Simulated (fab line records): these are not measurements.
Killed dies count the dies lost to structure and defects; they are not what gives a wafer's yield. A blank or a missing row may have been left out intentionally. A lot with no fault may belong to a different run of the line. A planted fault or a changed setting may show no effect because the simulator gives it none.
fab line records	flow nand-harc
record: lots: 12	wafers: 36	last-day: 24
route steps=1159 shown A_BLC@975 A_M0@1002 END@1159
lots that met no fault: taken from a fault-free run of the same line
start-h: the number of hours between the record's first day and the start of the first shown wafer of the lot	wait-h: hours since the lot's step before	" unchanged from the row above	L1.1+2: one row covering several wafers at once	- no value, or no start given	* or withheld: withheld	< > ~ a bound
route shown NAME@n: a module of which the file shows steps, and the number in the route of the first	usual: mean and standard deviation over wafers with no fault	same: alike in all rows	chamber/n: place in a boat	sites: readings site by site	_std_site: standard deviation of those values	_edge_site: inner sites' mean taken away from outer sites' mean	radius-mm: for every site, how far away it sits from the centre of the wafer	mask NAME#n: copy n	behind: the last tool/chamber to shape the wafer	hold: why the lot was held/for how many hours/how that ended	device: transistor that didn't switch, given as n, p or np	end of line: tests of these same wafers at the route's end	a step without rows: its recipe alone	killed: dies that structure and defects cost at the first sort, which is not the same as the wafer's yield	map: shows each die of a wafer: x if killed, . if not, _ if none is there
set.NAME: the run value of the setting; set.NAME@STEP: its run value at that earlier step	model.NAME: the simulator's own value behind a step, which no gauge read
one table for each step of the route and one row for each wafer, over a sample of lots
services: a tool's chamber out of use, with start hour (start-h, from the record's first day; less than 0 if before it), hours out, and reason
== steps ==
step: NHARC_A_BLC_OVL_MEAS_11
usual: overlay-x-nm: 0.0/0.8	overlay-y-nm: 0.3/0.99
lot.wafer	tool	chamber	start-h	wait-h	overlay-x-nm	overlay-y-nm
L666.1	overlay-01	-	398.54	-	-0.8	0.1
L666.4	"	-	"	"	-1.1	0.0
L666.6	"	-	"	"	-1.2	0.6
L668.1	overlay-01	-	408.22	-	-2.1	0.0
L668.2	"	-	"	"	-2.0	-0.1
L668.3	"	-	"	"	-2.5	-0.2
L669.2	overlay-02	-	413.46	-	0.6	1.7
L669.4	"	-	"	"	0.6	2.2
L669.6	"	-	"	"	0.6	1.9
L670.3	overlay-01	-	429.33	-	0.2	-2.1
L670.4	"	-	"	"	0.0	-1.8
L670.5	"	-	"	"	0.0	-1.7
L671.1	overlay-01	-	430.95	-	-0.9	-1.0
L671.2	"	-	"	"	-0.2	-1.4
L671.6	"	-	"	"	-0.4	-0.9
L672.1	overlay-01	-	442.25	-	-0.6	0.6
L672.5	"	-	"	"	0.2	0.3
L672.6	"	-	"	"	-0.3	0.8
L675.1	overlay-02	-	466.74	-	0.1	0.5
L675.3	"	-	"	"	0.9	0.1
L675.5	"	-	"	"	0.8	0.1
L678.1	overlay-01	-	470.04	-	0.1	-0.2
L678.3	"	-	"	"	-0.1	0.0
L678.4	"	-	"	"	0.2	-0.2
L686.1	overlay-01	-	509.73	-	-0.5	1.1
L686.3	"	-	"	"	0.0	0.6
L686.4	"	-	"	"	0.1	0.6
L684.3	overlay-02	-	515.32	-	1.8	2.0
L684.4	"	-	"	"	1.1	2.7
L684.6	"	-	"	"	1.3	2.5
L685.1	overlay-02	-	516.69	-	-0.4	1.1
L685.2	"	-	"	"	-0.5	1.2
L685.3	"	-	"	"	-0.3	0.5
L687.1	overlay-01	-	529.95	-	0.6	1.8
L687.4	"	-	"	"	0.5	1.6
L687.5	"	-	"	"	1.3	0.9
step: NHARC_A_BLC_ETCH_16
recipe: target-depth-a: 390	over-etch-frac: 0.3	time-s: 65	ion-energy-ev: 80	cf4-flow-sccm: 150	ar-flow-sccm: 0	rf-w: 300	bias-w: 100	chemistry: CF4
usual: drypump-motor-current-A: 5.7/0.5	oes-product-au: 0.998/0.0076	rf-vpp-V: 151.2/1.2	showerhead-plenum-p-Torr: 1.77/0.073	throttle-valve-pct: 13.284/0.0092
same: time-s: 65
lot.wafer	tool	chamber	start-h	wait-h	drypump-motor-current-A	oes-product-au	rf-hours-counter-h	rf-vpp-V	showerhead-plenum-p-Torr	throttle-valve-pct
L666.4	rie-diel-12	3	398.72	0.1	5.7	0.994	1	151.6	1.82	13.278
L666.1	"	1	"	"	5.4	0.999	1	151.7	1.83	13.275
L666.6	"	0	"	"	6.7	1.002	-	149.4	1.71	13.286
L668.3	rie-diel-05	2	408.43	0.1	6.3	0.996	6	151.4	1.86	13.290
L668.2	"	3	"	"	5.6	0.999	6	150.8	1.65	13.284
L668.1	"	1	"	"	5.4	0.992	7	151.0	1.70	13.284
L669.2	rie-diel-06	1	413.64	0.1	5.2	1.010	60	151.3	1.77	13.262
L669.4	"	3	"	"	4.7	1.005	63	153.0	1.87	13.279
L669.6	"	2	"	"	5.3	1.007	-	154.3	1.87	13.288
L670.3	rie-diel-12	2	429.52	0.1	5.8	1.004	5	150.0	1.70	13.292
L670.4	"	3	"	"	5.7	0.986	6	151.1	1.82	13.268
L670.5	"	0	"	"	6.7	0.995	-	149.5	1.71	13.286
L671.2	rie-diel-05	3	431.14	0.1	5.6	0.988	9	148.2	1.65	13.277
L671.1	"	1	"	"	5.4	0.989	9	150.9	1.70	13.285
L671.6	"	2	"	"	6.3	0.997	-	152.6	1.86	13.281
L672.1	rie-diel-05	3	442.43	0.1	5.7	0.997	10	150.3	1.65	13.261
L672.6	"	3	"	"	5.7	0.996	-	148.6	1.65	13.284
L672.5	"	0	"	"	5.3	0.994	-	150.5	1.77	13.290
L675.1	rie-diel-06	3	466.93	0.1	4.8	0.991	15	151.7	1.87	13.299
L675.3	"	0	"	"	5.0	1.009	15	152.7	1.84	13.278
L675.5	"	3	"	"	4.7	0.993	-	153.4	1.87	13.276
L678.1	rie-diel-12	1	470.23	0.1	5.4	0.991	9	149.9	1.82	13.290
L678.3	"	2	"	"	5.7	1.001	9	149.9	1.70	13.283
L678.4	"	3	"	"	5.7	0.984	11	151.8	1.82	13.279
L686.1	rie-diel-05	1	509.92	0.1	5.4	1.000	16	149.4	1.70	13.285
L686.4	"	2	"	"	6.2	0.998	17	152.1	1.85	13.292
L686.3	"	3	"	"	5.6	1.002	17	149.7	1.65	13.287
L684.3	rie-diel-05	1	515.51	0.1	5.4	1.005	17	149.6	1.70	13.276
L684.4	"	2	"	"	6.3	1.002	18	153.0	1.85	13.278
L684.6	"	0	"	"	5.3	0.991	-	152.3	1.77	13.296
L685.1	rie-diel-12	2	516.87	0.1	5.8	1.003	13	150.6	1.70	13.279
L685.2	"	3	"	"	5.7	0.989	14	150.8	1.82	13.272
L685.3	"	1	"	"	5.4	1.000	14	151.0	1.82	13.286
L687.4	rie-diel-05	1	530.14	0.1	5.5	1.005	0	149.5	1.70	13.272
L687.1	"	0	"	"	5.3	1.003	0	151.4	1.77	13.274
L687.5	"	2	"	"	6.2	1.019	-	150.8	1.85	13.266
step: NHARC_A_M0_PEB_07
recipe: peb-temp-c: 100	peb-time-s: 65
lot.wafer	tool	chamber	start-h	wait-h
L666.1+4+6	litho-track-01	0	402.33	0.1
L668.1+2+3	litho-track-01	0	414.25	0.1
L669.2+4+6	litho-track-01	0	417.48	0.1
L670.3+4+5	litho-track-06	0	435.64	0.0
L671.1+2+6	litho-track-01	0	436.64	0.1
L672.1+5+6	litho-track-04	0	446.29	0.1
L675.1+3+5	litho-track-06	0	474.23	0.1
L678.1+3+4	litho-track-01	0	475.00	0.1
L686.1+3+4	litho-track-01	0	513.47	0.1
L684.3+4+6	litho-track-06	0	521.65	0.0
L685.1+2+3	litho-track-04	0	522.09	0.1
L687.1+4+5	litho-track-04	0	533.94	0.1
step: NHARC_A_M0_CD_MEAS_09
recipe: target-cd-nm: 80	landing-energy-ev: 500
usual: cd-nm: 79.8/0.49
same: landing-energy-ev: 500
lot.wafer	tool	chamber	start-h	wait-h	cd-nm
L666.1	cd-sem-01	0	402.41	-	79.0
L666.4	"	0	"	"	79.6
L666.6	"	0	"	"	79.5
L668.1	cd-sem-03	0	414.33	-	80.3
L668.2	"	0	"	"	80.3
L668.3	"	0	"	"	79.8
L669.2	cd-sem-01	0	417.56	-	79.6
L669.4	"	0	"	"	79.8
L669.6	"	0	"	"	79.4
L670.3	cd-sem-01	0	435.73	-	80.2
L670.4	"	0	"	"	80.8
L670.5	"	0	"	"	80.1
L671.1	cd-sem-01	0	436.72	-	80.2
L671.2	"	0	"	"	80.2
L671.6	"	0	"	"	80.0
L672.1	cd-sem-01	0	446.37	-	80.4
L672.5	"	0	"	"	80.1
L672.6	"	0	"	"	80.1
L675.1	cd-sem-02	0	474.31	-	79.6
L675.3	"	0	"	"	79.3
L675.5	"	0	"	"	79.6
L678.1	cd-sem-03	0	475.08	-	79.4
L678.3	"	0	"	"	79.5
L678.4	"	0	"	"	79.5
L686.1	cd-sem-01	0	513.55	-	80.1
L686.3	"	0	"	"	79.9
L686.4	"	0	"	"	80.0
L684.3	cd-sem-01	0	521.73	-	81.5
L684.4	"	0	"	"	81.1
L684.6	"	0	"	"	81.5
L685.1	cd-sem-03	0	522.16	-	79.7
L685.2	"	0	"	"	79.6
L685.3	"	0	"	"	80.0
L687.1	cd-sem-02	0	534.02	-	80.2
L687.4	"	0	"	"	79.8
L687.5	"	0	"	"	80.5
step: NHARC_A_M0_OVL_MEAS_10
recipe: pitch-nm: 160
usual: overlay-x-nm: -0.2/0.99	overlay-y-nm: 0.0/0.82
lot.wafer	tool	chamber	start-h	wait-h	overlay-x-nm	overlay-y-nm
L666.1	overlay-02	-	402.51	-	-1.0	1.8
L666.4	"	-	"	"	-1.4	1.4
L666.6	"	-	"	"	-1.0	1.3
L668.1	overlay-02	-	414.43	-	0.5	0.8
L668.2	"	-	"	"	0.8	0.4
L668.3	"	-	"	"	1.3	0.4
L669.2	overlay-01	-	417.65	-	0.6	-0.7
L669.4	"	-	"	"	0.3	-0.8
L669.6	"	-	"	"	0.2	-0.4
L670.3	overlay-02	-	435.81	-	-3.0	0.0
L670.4	"	-	"	"	-3.1	-0.5
L670.5	"	-	"	"	-2.3	-1.0
L671.1	overlay-01	-	436.81	-	1.1	0.1
L671.2	"	-	"	"	1.5	0.0
L671.6	"	-	"	"	1.1	0.0
L672.1	overlay-02	-	446.46	-	0.8	-1.2
L672.5	"	-	"	"	0.5	-1.2
L672.6	"	-	"	"	-0.3	-1.3
L675.1	overlay-02	-	474.40	-	0.2	-0.4
L675.3	"	-	"	"	0.0	0.2
L675.5	"	-	"	"	0.8	-0.2
L678.1	overlay-02	-	475.17	-	-0.9	0.1
L678.3	"	-	"	"	-1.0	0.4
L678.4	"	-	"	"	-1.6	0.2
L686.1	overlay-02	-	513.64	-	-1.0	0.5
L686.3	"	-	"	"	-0.6	0.6
L686.4	"	-	"	"	-0.9	0.7
L684.3	overlay-01	-	521.81	-	0.6	0.1
L684.4	"	-	"	"	0.3	0.8
L684.6	"	-	"	"	0.7	0.2
L685.1	overlay-02	-	522.25	-	0.2	0.2
L685.2	"	-	"	"	0.7	0.0
L685.3	"	-	"	"	0.4	0.3
L687.1	overlay-02	-	534.11	-	-0.6	-1.0
L687.4	"	-	"	"	-0.8	-0.8
L687.5	"	-	"	"	-0.2	-0.9
step: NHARC_END_SORT_01
recipe: temp-c: 25
usual: defect-limited-yield: 95.4/1.5	killed-at-array: 26/9.6	killed-at-other: 0.7/0.92	killed-at-periphery: 3.8/2.7	killed-dies: 31/10	killed-open: 3.3/1.7	killed-short: 1.8/1.3	sort_bin_2_pct: 1.4/0.62	sort_bin_3_pct: 0.23/0.21	sort_bin_4_pct: 2.9/0.95	sort-n-pass: 646/10	sort-rim-yield-pct: 94/3.2	sort-yield-pct: 95.4/1.5
same: gross-dies: 677	sort_bin_5_pct[%]: 0	sort_bin_6_pct[%]: 0	sort_bin_7_pct[%]: 0	sort_bin_8_pct[%]: 0	sort-rim-n-gross: 106.00
lot.wafer	tool	chamber	start-h	wait-h	defect-limited-yield[%]	killed-at-array	killed-at-other	killed-at-periphery	killed-dies	killed-open	killed-short	sort_bin_2_pct[%]	sort_bin_3_pct[%]	sort_bin_4_pct[%]	sort-n-pass	sort-rim-yield-pct[%]	sort-yield-pct[%]
L666.1	prober-01	0	451.88	2.5	97.2	13	1	5	19	4	1	0.6	0	2.2	658	96	97.2
L666.4	prober-01	0	454.26	3.4	96.9	15	1	5	21	2	1	1.3	0.15	1.6	656	92	96.9
L666.6	prober-01	0	455.85	4.0	96.2	17	3	6	26	6	3	1.5	0.15	2.2	651	90	96.2
L668.1	prober-02	0	459.76	2.5	95.1	31	1	1	33	4	3	1.3	0.44	3.1	644	94	95.1
L668.2	prober-02	0	460.57	2.8	95.0	30	2	2	34	3	0	1.6	0.74	2.7	643	94	95.0
L668.3	prober-02	0	461.39	3.1	95.4	28	0	3	31	0	0	1.0	0.15	3.4	646	94	95.4
L669.2	prober-01	0	468.33	2.8	97.5	12	0	5	17	6	2	1.0	0	1.5	660	97	97.5
L669.4	prober-01	0	469.93	3.4	98.4	7	1	3	11	2	2	0.3	0	1.3	666	100	98.4
L669.6	prober-01	0	471.53	4.0	96.5	17	0	7	24	6	4	1.0	0.15	2.4	653	92	96.5
L671.1	prober-02	0	477.74	2.5	97.0	16	0	4	20	3	0	0.6	0.15	2.2	657	95	97.0
L671.2	prober-02	0	478.53	2.8	95.6	26	0	4	30	5	1	1.3	0.44	2.7	647	91	95.6
L671.6	prober-02	0	481.71	4.0	96.3	20	2	3	25	3	1	1.8	0.30	1.6	652	92	96.3
L670.3	prober-01	0	479.39	3.1	94.2	37	0	2	39	3	3	1.3	0.59	3.8	638	92	94.2
L670.4	prober-01	0	480.21	3.4	95.3	27	2	3	32	3	1	1.2	0.30	3.2	645	94	95.3
L670.5	prober-01	0	481.03	3.8	93.8	38	0	4	42	6	2	2.4	0.44	3.4	635	93	93.8
L672.1	prober-01	0	486.13	2.5	93.5	41	0	3	44	4	0	1.6	0.30	4.6	633	94	93.5
L672.5	prober-01	0	489.37	3.7	93.4	39	0	6	45	4	3	2.7	0.30	3.7	632	94	93.4
L672.6	prober-01	0	490.18	4.0	94.7	32	0	4	36	1	5	1.0	0.15	4.1	641	96	94.7
L675.1	prober-01	0	522.05	2.5	94.2	38	0	1	39	4	1	1.3	0.44	4.0	638	97	94.2
L675.3	prober-01	0	523.64	3.1	92.9	42	1	5	48	3	2	1.3	0.15	5.6	629	94	92.9
L675.5	prober-01	0	525.24	3.7	94.2	36	0	3	39	3	1	1.9	0.59	3.2	638	92	94.2
L678.1	prober-02	0	522.05	2.5	97.2	18	0	1	19	5	0	0.7	0	2.1	658	92	97.2
L678.3	prober-02	0	523.67	3.1	96.3	24	0	1	25	4	0	1.3	0.15	2.2	652	94	96.3
L678.4	prober-02	0	524.49	3.5	95.6	25	1	4	30	8	1	1.2	0	3.2	647	97	95.6
L686.1	prober-01	0	552.50	2.5	95.4	26	1	4	31	3	2	1.0	0.44	3.1	646	92	95.4
L686.3	prober-01	0	554.11	3.1	95.4	24	3	4	31	3	2	1.0	0.30	3.2	646	92	95.4
L686.4	prober-01	0	554.92	3.4	95.3	27	0	5	32	5	0	2.5	0	2.2	645	92	95.3
L685.1	prober-02	0	560.90	2.5	94.7	33	1	2	36	4	3	1.0	0.15	4.1	641	97	94.7
L685.2	prober-02	0	561.70	2.8	94.4	33	4	1	38	1	2	1.8	0	3.8	639	99	94.4
L685.3	prober-02	0	562.50	3.1	93.8	38	2	2	42	3	2	2.1	0.44	3.7	635	97	93.8
L684.3	prober-01	0	562.48	3.1	93.5	43	0	1	44	1	4	3.4	0.44	2.7	633	92	93.5
L684.4	prober-01	0	563.28	3.4	93.1	42	1	4	47	3	0	2.1	0.15	4.7	630	92	93.1
L684.6	prober-01	0	564.89	4.0	91.4	55	1	2	58	3	1	2.1	0.59	5.9	619	91	91.4
L687.1	prober-02	0	575.22	2.5	94.1	38	0	2	40	3	2	2.1	0.89	3.0	637	86	94.1
L687.4	prober-02	0	577.63	3.4	94.8	31	0	4	35	5	2	1.6	0.15	3.4	642	88	94.8
L687.5	prober-02	0	578.43	3.7	95.3	28	0	4	32	4	2	1.3	0	3.4	645	90	95.3
killed by level:class
L666.1 A_SLIT:chamber-film-flake=5 P_M2:chamber-film-flake=3 A_CONTACT:geometric-particle:open=2 A_CHANNEL_HOLE_D1:chamber-film-flake=2 P_CONTACT:geometric-particle:short=1 P_CONTACT:geometric-particle:open=1 A_BLC:geometric-particle:open=1 A_ZERO_WELL:chamber-film-flake=1
L666.4 A_SLIT:chamber-film-flake=6 P_M2:chamber-film-flake=4 A_ZERO_WELL:chamber-film-flake=2 A_CHANNEL_FILL_D1:geometric-particle:open=1 A_WL_FILL:geometric-particle:short=1 A_CONTACT:geometric-particle:open=1 P_STI:chamber-film-flake=1 A_CHANNEL_HOLE_D1:chamber-film-flake=1
L666.6 A_SLIT:chamber-film-flake=6 A_WL_FILL:chamber-film-flake=3 THIN_TSV:chamber-film-flake=3 P_M0:geometric-particle:open=2 A_M0:chamber-film-flake=2 P_STI:geometric-particle:open=1 P_STI:geometric-particle:short=1 P_CONTACT:geometric-particle:open=1
L668.1 A_CHANNEL_HOLE_D1:chamber-film-flake=14 A_SLIT:chamber-film-flake=7 A_WL_FILL:chamber-film-flake=3 A_ONON_D1:geometric-particle:open=2 A_M0:geometric-particle:open=2 P_CONTACT:geometric-particle:short=1 A_CHANNEL_HOLE_D1:geometric-particle:short=1 A_SGD_CUT:geometric-particle:short=1
L668.2 A_CHANNEL_HOLE_D1:chamber-film-flake=19 A_SLIT:chamber-film-flake=6 A_CONTACT:geometric-particle:open=2 THIN_TSV:chamber-film-flake=2 P_M0:geometric-particle:open=1 P_GATE:chamber-film-flake=1 A_ZERO_WELL:chamber-film-flake=1 A_STAIRCASE:chamber-film-flake=1
L668.3 A_CHANNEL_HOLE_D1:chamber-film-flake=18 A_SLIT:chamber-film-flake=7 P_STI:chamber-film-flake=3 A_WL_FILL:chamber-film-flake=2 A_STAIRCASE:chamber-film-flake=1
L669.2 A_CHANNEL_HOLE_D1:chamber-film-flake=3 A_STAIRCASE:chamber-film-flake=2 A_CONTACT:chamber-film-flake=2 P_STI:geometric-particle:short=1 P_M0:geometric-particle:open=1 P_BONDPAD:geometric-particle:open=1 A_ONON_D1:geometric-particle:open=1 A_CHANNEL_HOLE_D1:geometric-particle:open=1
L669.4 P_ZERO_WELL:chamber-film-flake=3 A_M0:geometric-particle:open=2 A_CONTACT:chamber-film-flake=2 A_WL_FILL:geometric-particle:short=1 STARTING-WAFER:geometric-particle:short=1 A_WL_FILL:chamber-film-flake=1 A_BLC:chamber-film-flake=1
L669.6 A_CONTACT:chamber-film-flake=5 A_CHANNEL_HOLE_D1:chamber-film-flake=4 P_ZERO_WELL:chamber-film-flake=3 A_CONTACT:geometric-particle:open=2 P_GATE:geometric-particle:open=1 P_M1:geometric-particle:open=1 P_M2:geometric-particle:short=1 A_ONON_D1:geometric-particle:short=1
L671.1 A_SLIT:chamber-film-flake=5 A_SGD_CUT:chamber-film-flake=4 A_CHANNEL_HOLE_D1:chamber-film-flake=3 A_CONTACT:geometric-particle:open=2 P_GATE:chamber-film-flake=2 A_WL_FILL:geometric-particle:open=1 P_ZERO_WELL:chamber-film-flake=1 P_BONDPAD:chamber-film-flake=1
L671.2 A_SLIT:chamber-film-flake=9 A_SGD_CUT:chamber-film-flake=6 A_STAIRCASE:chamber-film-flake=3 A_CONTACT:geometric-particle:open=2 P_ZERO_WELL:chamber-film-flake=2 A_CHANNEL_HOLE_D1:chamber-film-flake=2 P_GATE:geometric-particle:open=1 A_ONON_D1:geometric-particle:open=1
L670.3 A_CHANNEL_HOLE_D1:chamber-film-flake=16 A_SLIT:chamber-film-flake=7 A_M1:chamber-film-flake=5 A_CONTACT:chamber-film-flake=3 A_CHANNEL_FILL_D1:geometric-particle:short=2 A_ONON_D1:geometric-particle:short=1 A_CHANNEL_FILL_D1:geometric-particle:open=1 A_SLIT:geometric-particle:open=1
L670.4 A_CHANNEL_HOLE_D1:chamber-film-flake=13 A_SLIT:chamber-film-flake=8 A_M1:chamber-film-flake=3 P_BONDPAD:chamber-film-flake=2 P_CONTACT:geometric-particle:open=1 A_CHANNEL_FILL_D1:geometric-particle:short=1 A_SGD_CUT:geometric-particle:open=1 STARTING-WAFER:geometric-particle:open=1
L670.5 A_CHANNEL_HOLE_D1:chamber-film-flake=18 A_SLIT:chamber-film-flake=9 A_M1:chamber-film-flake=3 P_CONTACT:geometric-particle:open=2 A_CONTACT:chamber-film-flake=2 P_M0:geometric-particle:short=1 A_ONON_D1:geometric-particle:open=1 A_CHANNEL_FILL_D1:geometric-particle:open=1
L671.6 A_SLIT:chamber-film-flake=8 A_SGD_CUT:chamber-film-flake=6 A_STAIRCASE:chamber-film-flake=2 THIN_TSV:chamber-film-flake=2 P_GATE:geometric-particle:open=1 P_CONTACT:geometric-particle:open=1 A_ONON_D1:geometric-particle:short=1 A_CONTACT:geometric-particle:open=1
L672.1 A_CHANNEL_HOLE_D1:chamber-film-flake=23 A_SLIT:chamber-film-flake=8 A_WL_FILL:chamber-film-flake=4 A_M0:geometric-particle:open=2 P_M0:geometric-particle:open=1 A_CHANNEL_FILL_D1:geometric-particle:open=1 P_GATE:chamber-film-flake=1 P_BONDPAD:chamber-film-flake=1
L672.5 A_CHANNEL_HOLE_D1:chamber-film-flake=18 A_SLIT:chamber-film-flake=8 A_CONTACT:chamber-film-flake=4 P_ZERO_WELL:chamber-film-flake=3 A_CHANNEL_FILL_D1:chamber-film-flake=2 P_GATE:geometric-particle:open=1 A_ONON_D1:geometric-particle:short=1 A_ONON_D1:geometric-particle:open=1
L672.6 A_CHANNEL_HOLE_D1:chamber-film-flake=18 A_SLIT:chamber-film-flake=5 A_STAIRCASE:chamber-film-flake=2 A_CONTACT:chamber-film-flake=2 P_CONTACT:geometric-particle:short=1 P_M2:geometric-particle:short=1 A_ONON_D1:geometric-particle:open=1 A_CHANNEL_FILL_D1:geometric-particle:short=1
L675.1 A_CHANNEL_HOLE_D1:chamber-film-flake=14 A_SGD_CUT:chamber-film-flake=10 A_SLIT:chamber-film-flake=4 A_CONTACT:chamber-film-flake=4 A_CONTACT:geometric-particle:open=2 P_M1:geometric-particle:open=1 A_WL_FILL:geometric-particle:short=1 A_BLC:geometric-particle:open=1
L678.1 A_CHANNEL_HOLE_D1:chamber-film-flake=6 A_CONTACT:geometric-particle:open=4 A_CONTACT:chamber-film-flake=3 A_STAIRCASE:chamber-film-flake=2 A_CHANNEL_FILL_D1:geometric-particle:open=1 P_ZERO_WELL:chamber-film-flake=1 A_SLIT:chamber-film-flake=1 A_BONDPAD:chamber-film-flake=1
L675.3 A_CHANNEL_HOLE_D1:chamber-film-flake=22 A_SLIT:chamber-film-flake=7 A_STAIRCASE:chamber-film-flake=3 A_SGD_CUT:chamber-film-flake=3 A_CONTACT:geometric-particle:open=2 P_M1:chamber-film-flake=2 A_CHANNEL_FILL_D1:chamber-film-flake=2 A_CONTACT:chamber-film-flake=2
L678.3 A_CHANNEL_HOLE_D1:chamber-film-flake=5 A_CONTACT:chamber-film-flake=5 A_CHANNEL_FILL_D1:chamber-film-flake=4 A_CONTACT:geometric-particle:open=2 A_M0:geometric-particle:open=2 A_ZERO_WELL:chamber-film-flake=2 A_SLIT:chamber-film-flake=2 P_CONTACT:chamber-film-flake=1
L678.4 A_CHANNEL_HOLE_D1:chamber-film-flake=9 A_STAIRCASE:chamber-film-flake=3 A_WL_FILL:chamber-film-flake=3 P_CONTACT:geometric-particle:open=2 A_CHANNEL_FILL_D1:chamber-film-flake=2 A_CONTACT:chamber-film-flake=2 P_GATE:geometric-particle:open=1 P_M0:geometric-particle:open=1
L675.5 A_CHANNEL_HOLE_D1:chamber-film-flake=14 A_SLIT:chamber-film-flake=8 A_SGD_CUT:chamber-film-flake=5 A_CONTACT:chamber-film-flake=3 A_CHANNEL_FILL_D1:chamber-film-flake=2 P_M0:geometric-particle:open=1 P_M2:geometric-particle:open=1 A_CHANNEL_FILL_D1:geometric-particle:short=1
L686.1 A_CONTACT:chamber-film-flake=8 A_SLIT:chamber-film-flake=7 A_CHANNEL_HOLE_D1:chamber-film-flake=4 A_STAIRCASE:chamber-film-flake=4 P_M0:geometric-particle:open=2 A_ONON_D1:geometric-particle:short=2 A_WL_FILL:geometric-particle:open=1 P_STI:chamber-film-flake=1
L686.3 A_SLIT:chamber-film-flake=7 A_STAIRCASE:chamber-film-flake=4 A_CONTACT:chamber-film-flake=4 P_GATE:chamber-film-flake=3 A_CHANNEL_HOLE_D1:chamber-film-flake=3 THIN_TSV:chamber-film-flake=3 A_WL_FILL:geometric-particle:short=2 A_WL_FILL:chamber-film-flake=2
L686.4 A_SLIT:chamber-film-flake=12 A_CHANNEL_HOLE_D1:chamber-film-flake=4 A_CONTACT:chamber-film-flake=4 P_STI:chamber-film-flake=2 P_GATE:chamber-film-flake=2 P_CONTACT:geometric-particle:open=1 A_SOURCE_PLATE:geometric-particle:open=1 A_M1:geometric-particle:open=1
L685.1 A_CHANNEL_HOLE_D1:chamber-film-flake=21 A_WL_FILL:chamber-film-flake=3 A_CONTACT:chamber-film-flake=3 A_ONON_D1:geometric-particle:open=2 A_ONON_D1:geometric-particle:short=2 P_GATE:geometric-particle:open=1 P_M1:geometric-particle:short=1 A_CONTACT:geometric-particle:open=1
L685.2 A_CHANNEL_HOLE_D1:chamber-film-flake=20 A_WL_FILL:chamber-film-flake=6 A_CONTACT:chamber-film-flake=3 THIN_TSV:chamber-film-flake=3 A_ONON_D1:geometric-particle:short=2 P_M1:geometric-particle:open=1 A_ZERO_WELL:chamber-film-flake=1 A_STAIRCASE:chamber-film-flake=1
L684.3 A_CHANNEL_HOLE_D1:chamber-film-flake=19 A_SLIT:chamber-film-flake=12 A_CONTACT:chamber-film-flake=4 A_STAIRCASE:chamber-film-flake=3 A_SOURCE_PLATE:geometric-particle:short=1 A_CHANNEL_FILL_D1:geometric-particle:short=1 A_CONTACT:geometric-particle:short=1 A_CONTACT:geometric-particle:open=1
L685.3 A_CHANNEL_HOLE_D1:chamber-film-flake=25 A_CONTACT:chamber-film-flake=8 A_WL_FILL:chamber-film-flake=2 P_M1:geometric-particle:open=1 P_M2:geometric-particle:short=1 A_WL_FILL:geometric-particle:open=1 A_WL_FILL:geometric-particle:short=1 STARTING-WAFER:geometric-particle:open=1
L684.4 A_CHANNEL_HOLE_D1:chamber-film-flake=22 A_SLIT:chamber-film-flake=11 A_CONTACT:chamber-film-flake=5 P_M0:geometric-particle:open=2 A_STAIRCASE:chamber-film-flake=2 A_SGD_CUT:geometric-particle:open=1 P_STI:chamber-film-flake=1 P_BONDPAD:chamber-film-flake=1
L684.6 A_CHANNEL_HOLE_D1:chamber-film-flake=30 A_SLIT:chamber-film-flake=10 A_STAIRCASE:chamber-film-flake=6 A_CONTACT:chamber-film-flake=4 P_CONTACT:geometric-particle:open=1 A_CHANNEL_FILL_D1:geometric-particle:open=1 A_CHANNEL_FILL_D1:geometric-particle:short=1 A_BLC:geometric-particle:open=1
L687.1 A_SLIT:chamber-film-flake=15 A_CHANNEL_HOLE_D1:chamber-film-flake=9 A_BLC:chamber-film-flake=5 A_STAIRCASE:chamber-film-flake=3 A_ONON_D1:geometric-particle:short=1 A_CONTACT:geometric-particle:open=1 A_BLC:geometric-particle:short=1 A_M0:geometric-particle:open=1
L687.4 A_SLIT:chamber-film-flake=12 A_CHANNEL_HOLE_D1:chamber-film-flake=6 A_CONTACT:chamber-film-flake=4 A_STAIRCASE:chamber-film-flake=2 A_BLC:chamber-film-flake=2 P_STI:geometric-particle:open=1 P_M2:geometric-particle:open=1 A_ONON_D1:geometric-particle:short=1
L687.5 A_SLIT:chamber-film-flake=7 A_BLC:chamber-film-flake=6 A_CHANNEL_HOLE_D1:chamber-film-flake=4 P_STI:chamber-film-flake=3 A_STAIRCASE:chamber-film-flake=3 A_BLC:geometric-particle:open=2 A_CONTACT:chamber-film-flake=2 A_ONON_D1:geometric-particle:open=1
== services ==
tool	chamber	start-h	hours	kind
rie-diel-12	-	379.45	9.0	pm
rie-diel-06	-	384.50	1.8	repair
rie-diel-12	-	390.11	1.8	repair
rie-diel-05	0	398.60	-	clean
rie-diel-05	1	398.60	-	clean
rie-diel-05	2	398.60	-	clean
rie-diel-05	3	398.60	-	clean
rie-diel-05	0	407.06	5.7	repair
rie-diel-12	-	413.23	0.4	repair
rie-diel-06	-	419.00	9.0	pm
rie-diel-05	0	423.10	-	clean
rie-diel-05	1	423.10	-	clean
rie-diel-05	2	423.10	-	clean
rie-diel-05	3	423.10	-	clean
rie-diel-12	0	430.89	16.2	repair
litho-track-01	-	443.00	7.0	pm
rie-diel-05	0	447.60	-	clean
litho-track-06	-	467.00	7.0	pm
litho-track-04	-	491.00	7.0	pm
rie-diel-06	0	491.34	12.5	repair
rie-diel-05	1	493.70	6.0	repair
rie-diel-06	1	499.29	12.5	repair
rie-diel-06	-	506.44	0.8	repair
rie-diel-05	-	517.60	9.0	pm
== key ==
first-sign: step: NHARC_A_M0_CD_MEAS_09	reading: cd-nm	direction: up	sigmas: 3.2	usual: 79.8	struck: 81.4
effect none on later readings
met-at NHARC_A_M0_PEB_07
struck-lots L684
not-acting-at NHARC_A_BLC_OVL_MEAS_11,NHARC_A_BLC_ETCH_16,NHARC_A_M0_OVL_MEAS_10
onset-between 474.23 521.65
fault: kind: process-parameter-drift	tool: litho-track-06	chamber: -	onset-h: 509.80	steps: NHARC_A_M0_PEB_07	channel: peb-time-s	offset: *	shape: step	end-h: 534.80	acts-in: *	stated: *
